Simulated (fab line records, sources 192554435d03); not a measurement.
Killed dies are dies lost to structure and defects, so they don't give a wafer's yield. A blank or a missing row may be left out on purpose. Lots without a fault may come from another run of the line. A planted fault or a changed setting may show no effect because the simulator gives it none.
fab line records | flow n5_finfet
record lots=7 wafers=39
route steps=1938 shown WELL_APT@47 PMOS_HMC_CHANNEL_EPI@74 FIN_SAQP@131 DUMMY_GATE@237 GATE_CUT@477 MOL_CONTACT_COAG@544 BEOL_M4@1111
start_h: hours from the record's first day to the start of the lot's first wafer shown | wait_h: hours since the lot's step before | " the same as in the row above | L1.1+2: a row that stands for several wafers | - no value, or no start given | * or withheld: withheld | < > ~ a bound
route shown NAME@n: a module of which the file shows steps, and the number in the route of the first | usual: mean/standard deviation of fault-free wafers | same: alike in all rows | chamber/n: place in a boat | sites: the reading at each site | _std_site: their standard deviation | _edge_site: outer sites' mean less inner sites' | radius_mm: how far each site lies from the wafer's centre | mask NAME#n: copy n | behind: the tool/chamber that last shaped the wafer | hold: why the lot was held/for how many hours/how that ended | device: the transistor (n, p or np) that didn't switch | end of line: the same wafers' tests at the end of the route | a step without rows: its recipe alone | killed: dies lost to structure and defects at the first sort, not the wafer's yield | map: a wafer's dies, x killed, . not, _ none there
set.NAME: the setting as run; set.NAME@STEP: as run at that earlier step | model.NAME: the simulator's own value behind a step, which no gauge read
lots whose settings were changed on purpose; a table a step, a row a wafer
## steps
# step N5_WELL_APT_IMPLANT_31
# recipe species=B energy_kev=60 dose_cm2=1.5e+13 tilt_deg=0 rotation_deg=0
# step N5_PMOS_HMC_CHANNEL_EPI_FIN_RECESS_16
# recipe chemistry=HBr/Cl2 target=Si mask_material=SiO2 target_depth_a=540 time_s=18 pressure_mtorr=10 icp_w=800 bias_w=75 HBr_flow_sccm=150 Cl2_flow_sccm=80
# step N5_FIN_SAQP_MANDREL_ETCH_58
# recipe chemistry=HBr/Cl2 target=a-Si target_depth_a=450 bt_time_s=10 stop_on=SiNx mask_material=SiO2 over_etch_frac=0.8 time_s=27 pressure_mtorr=10 icp_w=800 bias_w=75 HBr_flow_sccm=150 Cl2_flow_sccm=80 ends=end_point
# step N5_DUMMY_GATE_ETCH_37
# recipe chemistry=N2/H2 target=SOC target_depth_a=600 overetch_a=300 temp_c=40 ion_energy_ev=200 pressure_mtorr=30 source_w=840 bias_w=150 n2_flow_sccm=200 h2_flow_sccm=200
# step N5_DUMMY_GATE_ETCH_32
# recipe chemistry=CF4 target=SiO2 target_depth_a=35 time_s=3.9 ion_energy_ev=350 pressure_mtorr=10 icp_w=800 bias_w=400 cf4_flow_sccm=80
# step N5_GATE_CUT_HM_DEP_46
# recipe material=SiO2 target_thk_a=1300 temp_c=400 precursor=TEOS/O2 pressure_torr=6.5 rf_w=900 teos_flow_sccm=161.4 gas=O2 flow_sccm=2650 time_s=26.6
# step N5_MOL_CONTACT_COAG_ALD_20
# recipe material=TiN target_thk_a=15 temp_c=400 ald_precursor_family=TiCl4 ald_co_reactant=NH3 pulse_time_s=1 purge_time_s=3 co_reactant_purge_time_s=2 co_reactant_pulse_time_s=2 ald_cycles=68 pressure_torr=3
# step N5_BEOL_M4_RC_MEAS_101
# usual CJ_P=5.82/0.22 RS_PWELL=3007/24
# columns lot.wafer tool chamber start_h wait_h set.energy_kev@WELL_APT_IMPLANT_31 set.time_s@PMOS_HMC_CHANNEL_EPI_FIN_RECESS_16 set.icp_w@FIN_SAQP_MANDREL_ETCH_58 set.source_w@DUMMY_GATE_ETCH_37 set.time_s@DUMMY_GATE_ETCH_32 set.target_thk_a@GATE_CUT_HM_DEP_46 set.temp_c@MOL_CONTACT_COAG_ALD_20 CJ_P RS_PWELL[ohm/sq]
L079.1 prober-01 0 195.21 0.0 60 18.99 841 840 3.9 1300 400 5.31 3012
L079.2 " 0 " " 63.21 18.99 841 682.3 3.9 1134 390.1 5.72 2977
L079.3 " 0 " " 60 18 841 682.3 3.9 1134 400 5.72 3040
L079.4 " 0 " " 63.21 18.99 800 840 3.9 1300 390.1 5.14 2952
L079.5 " 0 " " 63.21 18 800 840 3.9 1134 390.1 5.44 2961
L079.6 " 0 " " 60 18 800 682.3 3.9 1300 400 5.74 3012
L081.1 prober-01 0 214.28 0.0 60 18 891.2 739.9 3.9 1300 400 5.78 2987
L081.2 " 0 " " 56.9 19.18 891.2 739.9 3.9 1300 418.4 5.13 3086
L081.3 " 0 " " 56.9 18 800 739.9 3.9 1300 418.4 6.05 3071
L081.4 " 0 " " 60 19.18 800 840 3.9 1300 418.4 4.66 2998
L081.5 " 0 " " 56.9 19.18 800 840 3.9 1300 400 4.94 3082
L081.6 " 0 " " 60 18 891.2 840 3.9 1300 400 5.93 2981
L083.3 prober-02 0 216.16 0.3 60 18 800 840 3.9 1300 400 5.84 2993
L083.4 " 0 " " 60 18 800 840 3.9 1300 400 5.68 2974
L083.6 " 0 " " 60 18 800 840 3.9 1300 400 5.85 2998
L088.1 prober-02 0 247.32 0.0 60 18 915.7 773.7 4.558 1195 405.4 5.91 3039
L088.2 " 0 " " 60 16.7 800 840 3.9 1195 405.4 6.28 3039
L088.3 " 0 " " 60 18 915.7 840 3.9 1300 405.4 5.74 3003
L088.4 " 0 " " 60 18 800 773.7 4.558 1300 400 6.04 3040
L088.5 " 0 " " 60 16.7 915.7 773.7 3.9 1195 400 6.39 3026
L088.6 " 0 " " 60 16.7 800 840 4.558 1300 400 6.28 3028
L091.1 prober-02 0 266.93 0.0 66.33 18 723.6 840 3.9 1300 384.9 6.21 2904
L091.2 " 0 " " 60 16.83 723.6 840 3.9 1224 400 6.23 2995
L091.3 " 0 " " 60 18 800 840 3.9 1224 400 5.94 3032
L091.4 " 0 " " 60 16.83 723.6 735.7 3.9 1300 384.9 6.38 3015
L091.5 " 0 " " 66.33 18 800 735.7 3.9 1300 400 5.92 2903
L091.6 " 0 " " 66.33 16.83 800 735.7 3.9 1224 384.9 6.27 2893
L093.1 prober-02 0 281.12 0.0 56.9 18 693.4 840 3.9 1486 400 5.99 3097
L093.2 " 0 " " 56.9 18 800 959.3 3.9 1300 400 6.15 3082
L093.3 " 0 " " 60 18 800 959.3 3.207 1300 400 5.56 3015
L093.4 " 0 " " 60 18 693.4 959.3 3.207 1486 400 5.89 3031
L093.5 " 0 " " 60 18 693.4 840 3.9 1300 400 5.71 3030
L093.6 " 0 " " 56.9 18 800 840 3.207 1486 400 6.03 3124
L097.1 prober-02 0 306.35 0.0 60 18 800 840 3.9 1300 400 6.18 3009
L097.2 " 0 " " 60 18 800 965 4.459 1300 400 5.90 2973
L097.3 " 0 " " 60 18 800 840 3.9 1300 400 5.72 3012
L097.4 " 0 " " 60 18.9 800 840 4.459 1300 400 5.00 3005
L097.5 " 0 " " 60 18.9 800 965 3.9 1300 400 5.14 3009
L097.6 " 0 " " 60 18.9 800 965 4.459 1300 400 5.24 3022
## key
split step=N5_WELL_APT_IMPLANT_31 setting=energy_kev stated_as=60
response step=N5_BEOL_M4_RC_MEAS_101 reading=RS_PWELL slope=-12.7 per=1% together_with=all explained=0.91
split step=N5_PMOS_HMC_CHANNEL_EPI_FIN_RECESS_16 setting=time_s stated_as=18
response step=N5_BEOL_M4_RC_MEAS_101 reading=CJ_P slope=-0.0864 per=1% together_with=all explained=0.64
split step=N5_FIN_SAQP_MANDREL_ETCH_58 setting=icp_w stated_as=800
response none clear
split step=N5_DUMMY_GATE_ETCH_37 setting=source_w stated_as=840
response none clear
split step=N5_DUMMY_GATE_ETCH_32 setting=time_s stated_as=3.9
response none clear
split step=N5_GATE_CUT_HM_DEP_46 setting=target_thk_a stated_as=1300
response none clear
split step=N5_MOL_CONTACT_COAG_ALD_20 setting=temp_c stated_as=400
response none clear
